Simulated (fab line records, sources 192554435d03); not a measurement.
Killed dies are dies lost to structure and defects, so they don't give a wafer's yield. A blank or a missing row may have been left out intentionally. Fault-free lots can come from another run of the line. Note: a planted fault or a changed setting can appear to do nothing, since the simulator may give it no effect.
Chamber matching -- flow n5-finfet -- 4 sister chambers for N5_BEOL_M7_CMP_52 on cmp-04
The step polishes, stops on SiCOH lowk, t overpolish 6.9 s, target thk 80 nm. 7 wafers are shown with their chamber, then 8 later ones without.

## WAFERS PAIRED WITH THEIR CHAMBERS
wafer,chamber,time-to-endpoint-s (s),motor-current-A (A)
L077.1,0,63.8,5.9
L078.3,0,62.3,6.3
L078.4,1,60.1,5.7
L080.3,3,61.5,6.3
L080.5,2,57.1,6.1
L080.6,1,62.0,5.4
L089.1,3,61.5,6.6

## WAFERS WITH NO CHAMBER GIVEN
wafer,time-to-endpoint-s (s),motor-current-A (A)
L089.3,63.9,6.3
L089.6,63.3,5.5
L093.1,59.5,6.3
L093.3,59.7,5.8
L093.5,61.2,6.2
L094.1,60.7,6.5
L094.2,63.0,6.3
L094.5,62.7,6.0

## CHAMBER TAKEN BY EACH
wafer,from the rows above,in truth
L089.3,can't be placed: 0 or 3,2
L089.6,can't be placed: 1 or 0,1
L093.1,can't be placed: 3 or 2 or 1 or 0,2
L093.3,can't be placed: 1 or 2 or 3 or 0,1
L093.5,can't be placed: 3 or 0 or 1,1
L094.1,3,3
L094.2,can't be placed: 0 or 3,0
L094.5,can't be placed: 0 or 3 or 1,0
Correctly placed: 1 of 8. Not placeable from these rows: 7 (in 6, the candidates include the true chamber). Placed wrongly: 0.
How it was worked out, from the rows above alone: a wafer's distance from a chamber is the root of the sum, over the readings, of the square of ((its reading less the chamber's mean) divided by the reading's scatter). If the next closest chamber is less than 2 further off than the closest, the wafer can't be placed; otherwise it belongs to the closest. The mean given for a chamber averages the wafers shown for that chamber. The scatter: the root of (the sum of the squares of (reading less its chamber's mean) over the shown wafers, divided by (wafers less chambers)).
